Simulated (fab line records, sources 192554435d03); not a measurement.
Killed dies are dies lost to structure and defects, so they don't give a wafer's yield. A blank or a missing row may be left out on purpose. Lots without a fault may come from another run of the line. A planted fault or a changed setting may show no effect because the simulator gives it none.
fab line records | flow n5_finfet
record lots=5 wafers=15 last_day=17
route steps=1938 shown BEOL_M10@1520 BEOL_M11@1536
lots that met no fault: from a run of the same line without faults
start_h: hours from the record's first day to the start of the lot's first wafer shown | wait_h: hours since the lot's step before | " the same as in the row above | L1.1+2: a row that stands for several wafers | - no value, or no start given | * or withheld: withheld | < > ~ a bound
route shown NAME@n: a module of which the file shows steps, and the number in the route of the first | usual: mean/standard deviation of fault-free wafers | same: alike in all rows | chamber/n: place in a boat | sites: the reading at each site | _std_site: their standard deviation | _edge_site: outer sites' mean less inner sites' | radius_mm: how far each site lies from the wafer's centre | mask NAME#n: copy n | behind: the tool/chamber that last shaped the wafer | hold: why the lot was held/for how many hours/how that ended | device: the transistor (n, p or np) that didn't switch | end of line: the same wafers' tests at the end of the route | a step without rows: its recipe alone | killed: dies lost to structure and defects at the first sort, not the wafer's yield | map: a wafer's dies, x killed, . not, _ none there
set.NAME: the setting as run; set.NAME@STEP: as run at that earlier step | model.NAME: the simulator's own value behind a step, which no gauge read
lots at some steps of the route; a table a step, a row a wafer
services: from which hour (start_h, from the record's first day; less than 0 if before it) a tool's chamber was out of use, for how many hours, and why
## steps
# step N5_BEOL_M10_CD_MEAS_35
# recipe target_cd_nm=70 polarity=opening
# usual cd_nm=70.2/0.87
# columns lot.wafer tool chamber start_h wait_h cd_nm
L081.2 cd_sem-03 - 272.83 0.0 69.9
L081.4 " - " " 69.1
L081.5 " - " " 69.3
L083.4 cd_sem-01 - 277.03 0.0 69.4
L083.5 " - " " 69.7
L083.6 " - " " 71.0
L088.1 cd_sem-01 - 310.19 0.0 70.6
L088.2 " - " " 71.6
L088.6 " - " " 70.9
L093.1 cd_sem-02 - 350.11 0.0 69.9
L093.2 " - " " 68.6
L093.5 " - " " 69.5
L097.2 cd_sem-02 - 375.96 0.0 70.5
L097.4 " - " " 72.4
L097.5 " - " " 71.1
# step N5_BEOL_M10_CURE_72
# recipe temp_c=370 time_s=120 ambient=DMADMS/He material=SiCOH_lowk
# usual lamp_power_pct=52.32/0.05 wafer_temp_C_max=371.8/0.72
# columns lot.wafer tool chamber start_h wait_h lamp_power_pct wafer_temp_C_max
L081.2 uv_cure-02 1 273.18 0.4 52.44 371.9
L081.4 " 1 " " 52.34 371.5
L081.5 " 1 " " 52.24 371.6
L083.4 uv_cure-01 1 277.22 0.2 52.39 371.2
L083.5 " 1 " " 52.32 371.9
L083.6 " 1 " " 52.30 371.1
L088.1 uv_cure-03 2 310.23 0.0 52.34 371.0
L088.2 " 2 " " 52.31 371.5
L088.6 " 2 " " 52.26 371.7
L093.1 uv_cure-02 1 350.16 0.0 52.21 371.0
L093.2 " 1 " " 52.30 371.3
L093.5 " 1 " " 52.28 371.3
L097.2 uv_cure-02 0 376.20 0.2 52.35 372.2
L097.4 " 0 " " 52.24 372.1
L097.5 " 0 " " 52.34 372.2
# step N5_BEOL_M10_DEGAS_44
# recipe ambient=vacuum temp_c=250 time_s=60
# usual heater_power_w=325/33
# columns lot.wafer tool chamber start_h wait_h heater_power_w
L081.2 pvd_sputter-03 - 273.46 0.2 279
L081.4 " - " " 383
L081.5 " - " " 387
L083.4 pvd_sputter-01 - 277.45 0.2 364
L083.5 " - " " 338
L083.6 " - " " 298
L088.1 pvd_sputter-03 - 310.55 0.3 290
L088.2 " - " " 282
L088.6 " - " " 384
L093.1 pvd_sputter-02 - 351.47 1.3 329
L093.2 " - " " 324
L093.5 " - " " 358
L097.2 pvd_sputter-03 - 377.36 1.1 283
L097.4 " - " " 371
L097.5 " - " " 286
# step N5_BEOL_M10_PRE_CLEAN_45
# recipe gas=H2/He time_s=30 temp_c=250
# usual heater_power_w=325/33
# columns lot.wafer tool chamber start_h wait_h heater_power_w
L081.2 pvd_sputter-03 - 273.50 0.0 274
L081.4 " - " " 369
L081.5 " - " " 369
L083.4 pvd_sputter-01 - 277.49 0.0 363
L083.5 " - " " 346
L083.6 " - " " 298
L088.1 pvd_sputter-03 - 310.59 0.0 292
L088.2 " - " " 272
L088.6 " - " " 370
L093.1 pvd_sputter-02 - 351.51 0.0 328
L093.2 " - " " 333
L093.5 " - " " 354
L097.2 pvd_sputter-03 - 377.40 0.0 278
L097.4 " - " " 375
L097.5 " - " " 286
# step N5_BEOL_M10_ALD_74
# recipe material=TaN target_thk_a=20 temp_c=275 ald_precursor_family=PDMAT ald_co_reactant=NH3 pressure_torr=3 carrier_flow_sccm=1500 pulse_time_s=2 purge_time_s=3 co_reactant_purge_time_s=2 co_reactant_pulse_time_s=3 ald_cycles=40 precursor_vessel_temp_c=75 precursor_vessel_pressure_torr=26.25 precursor_vessel_carrier_sccm=1000
# usual heater_power_w=425/78 precursor_vessel_carrier_sccm=1000/3.2 precursor_vessel_temp_c=75.00/0.11
# same ald_cycles=40
# columns lot.wafer tool chamber start_h wait_h heater_power_w precursor_vessel_carrier_sccm precursor_vessel_temp_c
L081.2 ald_metal-03 1 273.56 0.0 540 1003 74.96
L081.4 " 2 " " 383 1003 75.09
L081.5 " 0 " " 332 997 74.85
L083.4 ald_metal-03 2 277.69 0.2 384 1000 75.08
L083.5 " 3 " " 459 998 74.96
L083.6 " 0 " " 328 998 74.97
L088.1 ald_metal-03 1 310.65 0.0 567 1001 75.06
L088.2 " 3 " " 453 998 74.97
L088.6 " 1 " " 547 997 74.94
L093.1 ald_metal-02 1 351.59 0.1 392 1004 75.03
L093.2 " 3 " " 377 1003 75.05
L093.5 " 2 " " 358 996 75.04
L097.2 ald_metal-03 2 377.46 0.0 392 999 75.06
L097.4 " 1 " " 547 994 74.88
L097.5 " 1 " " 540 1002 74.95
# step N5_BEOL_M10_SURFACE_TREAT_76
# recipe gas=Ar time_s=* ion_energy_ev=* ion_current_ma_cm2=0.5 pressure_mtorr=* ar_flow_sccm=30
# usual throttle_valve_pct=*
# columns lot.wafer tool chamber start_h wait_h throttle_valve_pct
L081.2 pvd_sputter-01 - 273.87 0.2 *
L081.4 " - " " *
L081.5 " - " " *
L083.4 pvd_sputter-03 - 278.25 0.4 *
L083.5 " - " " *
L083.6 " - " " *
L088.1 pvd_sputter-02 - 311.15 0.4 *
L088.2 " - " " *
L088.6 " - " " *
L093.1 pvd_sputter-03 - 351.90 0.2 *
L093.2 " - " " *
L093.5 " - " " *
L097.2 pvd_sputter-02 - 377.92 0.3 *
L097.4 " - " " *
L097.5 " - " " *
# step N5_BEOL_M10_CVD_75
# recipe material=Co target_thk_a=20 temp_c=withheld precursor=CCTBA/H2 pressure_torr=30 time_s=138.9
# columns lot.wafer tool chamber start_h wait_h
L081.2+4+5 cvd_co-01 2,2,1 274.03 0.1
L083.4+5+6 cvd_co-01 2,0,1 278.35 0.1
L088.1+2+6 cvd_co-02 1,0,1 311.44 0.3
L093.1+2+5 cvd_co-02 2,0,2 351.96 0.0
L097.2+4+5 cvd_co-01 1,2,1 378.06 0.1
# step N5_BEOL_M10_SPUTTER_48
# recipe material=Cu target_thk_a=120 temp_c=-20 bias_v=60 power_w=26000 chamber_pressure_pa=0.13 time_s=2
# usual chamber_pressure_pa=0.13002/0.00029 chuck_gas_flow_sccm=1.26/0.051 throttle_valve_pct=29.9/1.1
# columns lot.wafer tool chamber start_h wait_h chamber_pressure_pa chuck_gas_flow_sccm throttle_valve_pct
L081.2 pvd_sputter-01 - 274.17 0.1 0.13025 1.31 31.1
L081.4 " - " " 0.12963 1.23 30.2
L081.5 " - " " 0.12984 1.27 31.1
L083.4 pvd_sputter-02 - 278.53 0.1 0.13022 1.25 28.6
L083.5 " - " " 0.12999 1.33 30.0
L083.6 " - " " 0.1297 1.38 31.3
L088.1 pvd_sputter-03 - 313.02 1.5 0.13011 1.21 31.8
L088.2 " - " " 0.13027 1.20 29.8
L088.6 " - " " 0.12994 1.19 29.6
L093.1 pvd_sputter-03 - 352.08 0.1 0.12947 1.27 31.8
L093.2 " - " " 0.13033 1.20 29.9
L093.5 " - " " 0.12967 1.29 31.8
L097.2 pvd_sputter-02 - 378.26 0.2 0.12991 1.28 29.6
L097.4 " - " " 0.13008 1.25 28.9
L097.5 " - " " 0.1303 1.28 29.9
# step N5_BEOL_M10_ECD_50
# recipe material=Cu target_thk_a=3180
# columns lot.wafer tool chamber start_h wait_h
L081.2+4+5 ecd_cu-01 1,1,0 274.29 0.1
L083.4+5+6 ecd_cu-02 0,0,1 278.68 0.1
L088.1+2+6 ecd_cu-01 1,0,0 313.14 0.1
L093.1+2+5 ecd_cu-01 0,1,1 352.20 0.1
L097.2+4+5 ecd_cu-02 0,1,1 378.38 0.1
# step N5_BEOL_M10_ANNEAL_51
# recipe temp_c=225 time_s=90 ambient=N2
# usual anneal_temp_c_max=226.09/0.23 wafer_temp_C_max=225.89/0.27
# columns lot.wafer tool chamber start_h wait_h anneal_temp_c_max wafer_temp_C_max
L081.2 rtp_anneal-01 0 274.85 0.5 225.95 225.64
L081.4 " 0 " " 226.14 225.44
L081.5 " 0 " " 226.11 225.75
L083.4 rtp_anneal-01 0 279.04 0.3 225.82 225.68
L083.5 " 0 " " 225.89 225.64
L083.6 " 0 " " 226.39 225.55
L088.1 rtp_anneal-02 0 313.44 0.3 225.71 226.31
L088.2 " 0 " " 225.73 226.10
L088.6 " 0 " " 226.05 226.30
L093.1 rtp_anneal-02 0 352.33 0.1 226.22 225.90
L093.2 " 0 " " 226.09 225.80
L093.5 " 0 " " 226.26 226.14
L097.2 rtp_anneal-01 0 378.53 0.1 226.37 225.92
L097.4 " 0 " " 225.87 226.35
L097.5 " 0 " " 225.74 225.84
# step N5_BEOL_M10_CMP_52
# recipe stop_on=SiCOH_lowk t_overpolish_s=7 down_force_psi=1 platen_rpm=50 clearing_platen_down_force_psi=1.5 clearing_platen_rpm=50 post_cmp_clean=cu_alkaline target_thk_nm=140 clearing_platen_pad_velocity_m_s=0.99484 pad_velocity_m_s=0.99484
# usual barrier_field_endpoint_s=29.3/0.95 motor_current_A=6.0/0.57 overpolish_run_s=7.000/0.0097 pad_life_wafers=1006/650 retaining_ring_pressure_frac=1.000/0.005 slurry_filter_dp_kPa=13.51/0.15 time_to_endpoint_s=68/4.2
# columns lot.wafer tool chamber start_h wait_h barrier_field_endpoint_s motor_current_A overpolish_run_s pad_life_wafers retaining_ring_pressure_frac slurry_filter_dp_kPa time_to_endpoint_s
L081.4 cmp-04 0 275.14 0.2 27.9 5.9 6.992 2077 1.001 13.65 65
L081.2 " 1 " " 28.5 6.9 7.006 2078 0.999 13.46 70
L081.5 " 3 " " 28.5 5.8 6.979 - 1.001 13.54 70
L083.4 cmp-01 1 279.22 0.1 29.6 5.1 7.004 1338 0.999 13.55 74
L083.5 " 1 " " 29.9 5.0 7.018 - 0.995 13.73 72
L083.6 " 2 " " 29.7 5.3 7.009 - 0.993 13.19 66
L088.2 cmp-02 0 313.81 0.3 29.6 5.4 7.011 614 1.008 13.51 74
L088.1 " 1 " " 28.3 6.5 6.997 615 1.005 13.57 65
L088.6 " 3 " " 29.0 5.5 7.003 - 0.988 13.56 67
L093.2 cmp-04 3 352.67 0.2 30.1 5.8 6.993 529 0.999 13.73 72
L093.1 " 0 " " 28.7 5.5 7.007 530 0.998 13.49 68
L093.5 " 3 " " 29.8 5.6 7.003 - 1.006 13.45 70
L097.2 cmp-04 3 378.82 0.2 30.1 6.0 7.000 721 0.997 13.49 70
L097.4 " 1 " " 29.8 7.0 6.993 723 0.994 13.59 72
L097.5 " 3 " " 29.1 5.7 7.002 - 1.002 13.32 69
# step N5_BEOL_M10_THK_MEAS_53
# recipe thk_meas_gauge=xrf reads=Cu_of_BEOL_M10_ECD_50
# usual M10_THK=140/4.1
# columns lot.wafer tool chamber start_h wait_h M10_THK[nm]
L081.2 film_metro-02 - 275.40 - 140
L081.4 " - " " 146
L081.5 " - " " 136
L083.4 film_metro-02 - 279.52 - 147
L083.5 " - " " 139
L083.6 " - " " 143
L088.1 film_metro-02 - 314.03 - 132
L088.2 " - " " 142
L088.6 " - " " 142
L093.1 film_metro-02 - 352.93 - 144
L093.2 " - " " 131
L093.5 " - " " 134
L097.2 film_metro-01 - 379.08 - 135
L097.4 " - " " 139
L097.5 " - " " 137
# step N5_BEOL_M10_PRE_CLEAN_55
# recipe gas=NH3 time_s=15 temp_c=withheld rf_power_w=300
# columns lot.wafer tool chamber start_h wait_h
L081.2+4+5 pecvd-01 1,0,2 275.44 0.0
L083.4+5+6 pecvd-03 1,2,0 279.57 0.0
L088.1+2+6 pecvd-03 1,0,0 314.07 0.0
L093.1+2+5 pecvd-03 2,0,0 352.96 0.0
L097.2+4+5 pecvd-01 1,1,2 379.12 0.0
# step N5_BEOL_M10_DEP_56
# recipe material=SiCN target_thk_a=150 temp_c=withheld precursor=3MS/NH3 pressure_torr=3 rf_w=202 time_s=26.5
# usual showerhead_plenum_p_Torr=3.665/0.012 throttle_valve_pct=9.1/0.62
# columns lot.wafer tool chamber start_h wait_h showerhead_plenum_p_Torr throttle_valve_pct
L081.2 pecvd-01 1 275.46 0.0 3.682 9.6
L081.4 " 0 " " 3.649 8.5
L081.5 " 2 " " 3.678 8.2
L083.4 pecvd-03 1 279.60 0.0 3.677 9.2
L083.5 " 2 " " 3.664 9.1
L083.6 " 0 " " 3.656 9.2
L088.1 pecvd-03 1 314.10 0.0 3.683 9.3
L088.2 " 0 " " 3.654 9.5
L088.6 " 0 " " 3.660 9.4
L093.1 pecvd-03 2 352.99 0.0 3.662 9.2
L093.2 " 0 " " 3.650 9.4
L093.5 " 0 " " 3.654 9.0
L097.2 pecvd-01 1 379.14 0.0 3.673 9.9
L097.4 " 1 " " 3.675 9.8
L097.5 " 2 " " 3.684 8.2
# step N5_BEOL_M10_RS_MEAS_57
# recipe thk_meas_gauge=four-point-probe reads=Cu_of_BEOL_M10_ECD_50+Co_of_BEOL_M10_CVD_75+TaN_of_BEOL_M10_ALD_74
# usual M10_RS=0.150/0.0048
# columns lot.wafer tool chamber start_h wait_h M10_RS[ohm/sq]
L081.2 film_metro-02 - 275.54 0.1 0.151
L081.4 " - " " 0.144
L081.5 " - " " 0.156
L083.4 film_metro-02 - 279.65 0.0 0.141
L083.5 " - " " 0.151
L083.6 " - " " 0.146
L088.1 film_metro-01 - 314.20 0.1 0.160
L088.2 " - " " 0.148
L088.6 " - " " 0.147
L093.1 film_metro-02 - 353.06 0.1 0.145
L093.2 " - " " 0.160
L093.5 " - " " 0.157
L097.2 film_metro-02 - 379.22 0.1 0.153
L097.4 " - " " 0.151
L097.5 " - " " 0.152
# step N5_BEOL_M10_INSPECT_58
# recipe inspect_instrument=darkfield mode=post_dep
# usual raw_defect_count=66/21
# columns lot.wafer tool chamber start_h wait_h raw_defect_count
L081.2 defect_inspect-02 - 275.56 0.0 47
L081.4 " - " " 52
L081.5 " - " " 31
L083.4 defect_inspect-02 - 279.68 0.0 77
L083.5 " - " " 96
L083.6 " - " " 98
L088.1 defect_inspect-01 - 314.22 0.0 65
L088.2 " - " " 59
L088.6 " - " " 66
L093.1 defect_inspect-02 - 353.09 0.0 84
L093.2 " - " " 70
L093.5 " - " " 73
L097.2 defect_inspect-01 - 379.24 0.0 64
L097.4 " - " " 83
L097.5 " - " " 88
# step N5_BEOL_M11_ILD_DEP_00
# recipe material=SiCOH_lowk target_thk_a=3085.1 temp_c=300 precursor=DEMS/porogen pressure_torr=5 rf_w=500 time_s=58
# usual heater_power_w=319/63 showerhead_plenum_p_Torr=5.740/0.014 throttle_valve_pct=14.0/0.79
# columns lot.wafer tool chamber start_h wait_h heater_power_w showerhead_plenum_p_Torr throttle_valve_pct
L081.2 pecvd-02 2 275.60 0.0 245 5.742 13.2
L081.4 " 0 " " 324 5.735 14.7
L081.5 " 1 " " 303 5.719 14.6
L083.4 pecvd-03 0 279.74 0.1 480 5.747 14.4
L083.5 " 2 " " 306 5.713 13.9
L083.6 " 1 " " 363 5.769 14.0
L088.1 pecvd-02 1 314.26 0.0 320 5.736 14.6
L088.2 " 2 " " 288 5.743 13.1
L088.6 " 1 " " 341 5.724 14.8
L093.1 pecvd-03 2 353.12 0.0 300 5.738 13.9
L093.2 " 1 " " 365 5.775 14.2
L093.5 " 2 " " 301 5.713 14.3
L097.2 pecvd-03 2 379.28 0.0 291 5.727 14.0
L097.4 " 1 " " 305 5.743 13.9
L097.5 " 2 " " 295 5.731 14.2
# step N5_BEOL_M11_CURE_71
# recipe temp_c=385 time_s=240 ambient=He/Ar material=SiCOH_lowk
# usual lamp_power_pct=52.31/0.061 wafer_temp_C_max=386.8/0.7
# columns lot.wafer tool chamber start_h wait_h lamp_power_pct wafer_temp_C_max
L081.2 uv_cure-01 2 275.76 0.1 52.32 387.4
L081.4 " 2 " " 52.42 386.5
L081.5 " 2 " " 52.40 387.9
L083.4 uv_cure-03 2 280.03 0.3 52.25 386.2
L083.5 " 2 " " 52.30 386.2
L083.6 " 2 " " 52.26 386.2
L088.1 uv_cure-01 2 314.34 0.0 52.31 387.4
L088.2 " 2 " " 52.29 386.8
L088.6 " 2 " " 52.27 387.5
L093.1 uv_cure-03 1 353.20 0.0 52.28 385.5
L093.2 " 1 " " 52.30 385.6
L093.5 " 1 " " 52.31 385.7
L097.2 uv_cure-02 1 379.44 0.1 52.22 386.6
L097.4 " 1 " " 52.39 386.5
L097.5 " 1 " " 52.47 386.4
# step N5_BEOL_M11_THK_MEAS_01
# recipe reads=SiCOH_lowk_of_BEOL_M11_ILD_DEP_00
# usual M11_ILD_THK=267/3.9
# columns lot.wafer tool chamber start_h wait_h M11_ILD_THK[nm]
L081.2 film_metro-02 - 276.19 0.4 268
L081.4 " - " " 269
L081.5 " - " " 268
L083.4 film_metro-01 - 280.31 0.2 266
L083.5 " - " " 269
L083.6 " - " " 267
L088.1 film_metro-01 - 314.87 0.5 261
L088.2 " - " " 267
L088.6 " - " " 264
L093.1 film_metro-01 - 353.71 0.4 268
L093.2 " - " " 268
L093.5 " - " " 270
L097.2 film_metro-01 - 379.88 0.4 271
L097.4 " - " " 273
L097.5 " - " " 272
# step N5_BEOL_M11_PECVD_70
# recipe material=SiO2 target_thk_a=200 temp_c=400 precursor=TEOS/O2 pressure_torr=5.5 rf_w=450 teos_flow_sccm=53.8 gas=O2 flow_sccm=3000 time_s=22.7
# usual heater_power_w=756/130 showerhead_plenum_p_Torr=8.79/0.055 throttle_valve_pct=22.6/1.2
# columns lot.wafer tool chamber start_h wait_h heater_power_w showerhead_plenum_p_Torr throttle_valve_pct
L081.2 pecvd-03 2 276.23 0.0 709 8.74 22.8
L081.4 " 0 " " 962 8.76 23.0
L081.5 " 1 " " 801 8.91 22.8
L083.4 pecvd-02 0 280.36 0.1 748 8.76 23.7
L083.5 " 1 " " 714 8.72 23.7
L083.6 " 2 " " 706 8.79 21.1
L088.1 pecvd-03 1 314.91 0.0 787 8.86 22.8
L088.2 " 0 " " 1039 8.75 23.1
L088.6 " 0 " " 1048 8.77 23.2
L093.1 pecvd-01 0 353.75 0.0 733 8.72 21.2
L093.2 " 1 " " 647 8.84 23.7
L093.5 " 0 " " 742 8.72 21.2
L097.2 pecvd-03 0 379.93 0.0 998 8.77 23.0
L097.4 " 2 " " 595 8.76 22.9
L097.5 " 1 " " 833 8.88 22.8
# step N5_BEOL_M11_HM_DEP_02
# recipe material=TiN target_thk_a=200 temp_c=25 chamber_pressure_pa=0.49996
# usual chamber_pressure_pa=0.4998/0.001 throttle_valve_pct=29.9/0.93
# columns lot.wafer tool chamber start_h wait_h chamber_pressure_pa throttle_valve_pct
L081.2 pvd_sputter-01 - 276.93 0.7 0.4987 29.6
L081.4 " - " " 0.4997 30.0
L081.5 " - " " 0.4987 29.8
L083.4 pvd_sputter-02 - 280.83 0.5 0.4994 29.8
L083.5 " - " " 0.5005 29.8
L083.6 " - " " 0.4997 31.6
L088.1 pvd_sputter-01 - 316.66 1.7 0.5016 31.3
L088.2 " - " " 0.4995 29.5
L088.6 " - " " 0.4990 29.8
L093.1 pvd_sputter-03 - 354.16 0.4 0.5006 29.8
L093.2 " - " " 0.5000 28.5
L093.5 " - " " 0.4999 29.9
L097.2 pvd_sputter-01 - 380.02 0.1 0.4993 30.0
L097.4 " - " " 0.5001 30.9
L097.5 " - " " 0.5001 31.3
# step N5_BEOL_M11_COAT_59
# recipe resist=SOC temp_c=250 time_s=60 spin_rpm=1500 resist_thk_nm=100
# columns lot.wafer tool chamber start_h wait_h
L081.2+4+5 litho_track-04 0 277.06 0.1
L083.4+5+6 litho_track-02 0 280.96 0.1
L088.1+2+6 litho_track-04 0 316.78 0.1
L093.1+2+5 litho_track-02 0 354.28 0.1
L097.2+4+5 litho_track-02 0 380.14 0.1
# step N5_BEOL_M11_COAT_60
# recipe resist=SiARC temp_c=220 time_s=60 spin_rpm=1500 resist_thk_nm=30
# columns lot.wafer tool chamber start_h wait_h
L081.2+4+5 litho_track-04 0 - -
L083.4+5+6 litho_track-02 0 - -
L088.1+2+6 litho_track-04 0 - -
L093.1+2+5 litho_track-02 0 - -
L097.2+4+5 litho_track-02 0 - -
# step N5_BEOL_M11_COAT_05
# recipe resist=CAR-ArF spin_rpm=1500 resist_thk_nm=90
# columns lot.wafer tool chamber start_h wait_h
L081.2+4+5 litho_track-04 0 - -
L083.4+5+6 litho_track-02 0 - -
L088.1+2+6 litho_track-04 0 - -
L093.1+2+5 litho_track-02 0 - -
L097.2+4+5 litho_track-02 0 - -
# step N5_BEOL_M11_EBR_07
# recipe solvent=PGMEA ebr_width_mm=1.5
# columns lot.wafer tool chamber start_h wait_h
L081.2+4+5 litho_track-04 0 - -
L083.4+5+6 litho_track-02 0 - -
L088.1+2+6 litho_track-04 0 - -
L093.1+2+5 litho_track-02 0 - -
L097.2+4+5 litho_track-02 0 - -
# step N5_BEOL_M11_SOFTBAKE_06
# recipe temp_c=110 time_s=60 resist=CAR-ArF
# columns lot.wafer tool chamber start_h wait_h
L081.2+4+5 litho_track-04 0 - -
L083.4+5+6 litho_track-02 0 - -
L088.1+2+6 litho_track-04 0 - -
L093.1+2+5 litho_track-02 0 - -
L097.2+4+5 litho_track-02 0 - -
# step N5_BEOL_M11_EXPOSE_08
# recipe mask_id=M11 na=1.35 source_shape=dipole sigma_inner=0.411 sigma_outer=0.611 polarization=te dose_mj=53.75
# usual stage_vel_mm_s=500.00/0.28
# same sigma_outer=0.611
# columns lot.wafer tool chamber start_h wait_h mask stage_vel_mm_s
L081.2 arfi_scanner-02 0 277.31 - M11#0 499.64
L081.4 " 0 " " M11#0 499.98
L081.5 " 0 " " M11#0 500.08
L083.4 arfi_scanner-02 0 281.10 - M11#0 500.49
L083.5 " 0 " " M11#0 499.76
L083.6 " 0 " " M11#0 500.12
L088.1 arfi_scanner-03 0 317.11 - M11#0 499.94
L088.2 " 0 " " M11#0 500.02
L088.6 " 0 " " M11#0 499.94
L093.1 arfi_scanner-02 0 354.53 - M11#0 500.23
L093.2 " 0 " " M11#0 499.92
L093.5 " 0 " " M11#0 500.18
L097.2 arfi_scanner-01 0 380.27 - M11#0 499.73
L097.4 " 0 " " M11#0 499.77
L097.5 " 0 " " M11#0 499.78
# step N5_BEOL_M11_PEB_09
# recipe peb_temp_c=withheld peb_time_s=60 resist=CAR-ArF
# columns lot.wafer tool chamber start_h wait_h
L081.2+4+5 litho_track-04 0 277.37 0.1
L083.4+5+6 litho_track-02 0 281.14 0.0
L088.1+2+6 litho_track-05 0 317.17 0.1
L093.1+2+5 litho_track-05 0 354.59 0.1
L097.2+4+5 litho_track-02 0 380.32 0.0
# step N5_BEOL_M11_DEVELOP_10
# recipe develop_time_s=30 developer=TMAH resist=CAR-ArF rinse_liquid=diw dry=air_spin dev_temp_c=23
# columns lot.wafer tool chamber start_h wait_h
L081.2+4+5 litho_track-04 0 - -
L083.4+5+6 litho_track-02 0 - -
L088.1+2+6 litho_track-05 0 - -
L093.1+2+5 litho_track-05 0 - -
L097.2+4+5 litho_track-02 0 - -
# step N5_BEOL_M11_CD_MEAS_11
# recipe target_cd_nm=64.1 landing_energy_ev=500 detector=se_inlens polarity=opening
# usual cd_nm=63.6/0.78
# columns lot.wafer tool chamber start_h wait_h cd_nm
L081.2 cd_sem-01 0 277.43 - 62.9
L081.4 " 0 " " 62.8
L081.5 " 0 " " 63.6
L083.4 cd_sem-01 0 281.21 - 63.3
L083.5 " 0 " " 63.6
L083.6 " 0 " " 63.4
L088.1 cd_sem-01 0 317.24 - 63.4
L088.2 " 0 " " 63.3
L088.6 " 0 " " 62.9
L093.1 cd_sem-02 0 354.66 - 63.6
L093.2 " 0 " " 62.6
L093.5 " 0 " " 63.2
L097.2 cd_sem-03 0 380.39 - 65.3
L097.4 " 0 " " 65.1
L097.5 " 0 " " 63.4
# step N5_BEOL_M11_OVL_MEAS_12
# recipe points_per_wafer=44
# usual M11_OVL=0.2/0.83
# columns lot.wafer tool chamber start_h wait_h M11_OVL[nm]
L081.2 overlay-01 0 277.46 0.0 -1.5
L081.4 " 0 " " -0.4
L081.5 " 0 " " -1.0
L083.4 overlay-01 0 281.23 0.0 -0.9
L083.5 " 0 " " 0.7
L083.6 " 0 " " 1.3
L088.1 overlay-02 0 317.28 0.0 1.2
L088.2 " 0 " " 0.7
L088.6 " 0 " " 0.3
L093.1 overlay-01 0 354.69 0.0 0.1
L093.2 " 0 " " 0.5
L093.5 " 0 " " -0.2
L097.2 overlay-01 0 380.42 0.0 -0.3
L097.4 " 0 " " -0.1
L097.5 " 0 " " 0.6
# step N5_BEOL_M11_INSPECT_13
# recipe mode=adi inspect_instrument=brightfield
# usual raw_defect_count=405/97
# columns lot.wafer tool chamber start_h wait_h raw_defect_count
L081.2 defect_inspect-01 - 277.49 0.0 428
L081.4 " - " " 358
L081.5 " - " " 320
L083.4 defect_inspect-01 - 281.26 0.0 528
L083.5 " - " " 539
L083.6 " - " " 596
L088.1 defect_inspect-02 - 317.30 0.0 378
L088.2 " - " " 369
L088.6 " - " " 356
L093.1 defect_inspect-01 - 354.71 0.0 533
L093.2 " - " " 475
L093.5 " - " " 360
L097.2 defect_inspect-02 - 380.44 0.0 367
L097.4 " - " " 465
L097.5 " - " " 438
# step N5_BEOL_M11_DESCUM_16
# recipe chemistry=O2 time_s=7.9 source_power_w=50 bias_power_w=20 pressure_mtorr=20 rf_frequency_hz=2.712e+07 temp_c=40 resist=CAR-ArF o2_flow_sccm=225
# usual drypump_motor_current_A=5.5/0.36 oes_product_au=0.79/0.086 rf_vpp_V=243.0/1.5 showerhead_plenum_p_Torr=2.10/0.071 temp_c=40.00/0.11 throttle_valve_pct=20.51/0.21
# columns lot.wafer tool chamber start_h wait_h drypump_motor_current_A oes_product_au rf_hours_counter_h rf_vpp_V showerhead_plenum_p_Torr temp_c throttle_valve_pct
L081.2 rie_diel-02 2 277.55 0.1 5.8 0.89 41 241.6 2.05 39.82 20.17
L081.4 " 3 " " 5.7 0.84 70 245.7 2.23 39.95 20.81
L081.5 " 1 " " 6.0 0.70 - 241.5 2.09 39.87 20.82
L083.4 rie_diel-04 0 281.29 0.0 5.6 0.82 79 242.2 2.06 39.86 20.58
L083.5 " 3 " " 5.4 0.71 - 246.3 2.18 39.99 20.65
L083.6 " 0 " " 5.6 0.82 - 242.3 2.06 39.92 20.58
L088.1 rie_diel-04 0 317.40 0.1 5.6 0.80 91 242.3 2.06 40.00 20.58
L088.2 " 3 " " 5.4 0.70 237 243.5 2.17 40.17 20.68
L088.6 " 1 " " 5.0 0.91 - 242.3 2.04 39.99 20.27
L093.1 rie_diel-06 2 355.12 0.4 6.1 0.73 178 242.5 2.09 40.04 20.54
L093.2 " 3 " " 5.2 0.81 86 244.5 2.19 39.91 20.13
L093.5 " 0 " " 5.6 0.71 - 245.4 2.16 39.76 20.53
L097.2 rie_diel-04 0 380.48 0.0 5.6 0.78 112 241.4 2.05 39.88 20.63
L097.4 " 0 " " 5.6 0.78 - 239.7 2.05 39.91 20.62
L097.5 " 2 " " 5.7 0.67 - 240.2 1.99 40.02 20.51
## services
# columns tool chamber start_h hours kind
rtp_anneal-01 - 250.65 1.2 pm
arfi_scanner-02 - 253.23 4.9 pm
arfi_scanner-02 - 271.99 3.1 pm
arfi_scanner-02 - 277.35 1.0 pm
cmp-04 - 280.88 4.0 pm
cvd_co-01 - 305.44 6.9 pm
cmp-04 - 307.64 0.8 repair
pecvd-03 2 309.52 7.6 repair
uv_cure-01 - 315.48 1.0 pm
pvd_sputter-03 - 316.53 4.6 repair
cmp-04 - 317.39 1.4 repair
pecvd-01 1 319.44 7.1 repair
arfi_scanner-02 - 326.86 1.3 pm
uv_cure-01 - 331.95 24.9 pm
ecd_cu-01 - 343.24 1.4 repair
cmp-04 - 343.84 3.1 repair
cvd_co-01 - 352.66 2.8 pm
arfi_scanner-02 - 353.40 0.8 pm
cmp-04 - 360.63 0.3 repair
pvd_sputter-02 - 361.06 3.8 repair
arfi_scanner-02 - 363.26 0.4 repair
arfi_scanner-02 - 366.57 0.3 repair
uv_cure-03 - 373.91 22.2 pm
cvd_co-01 1 379.52 3.1 repair
## key
fault none
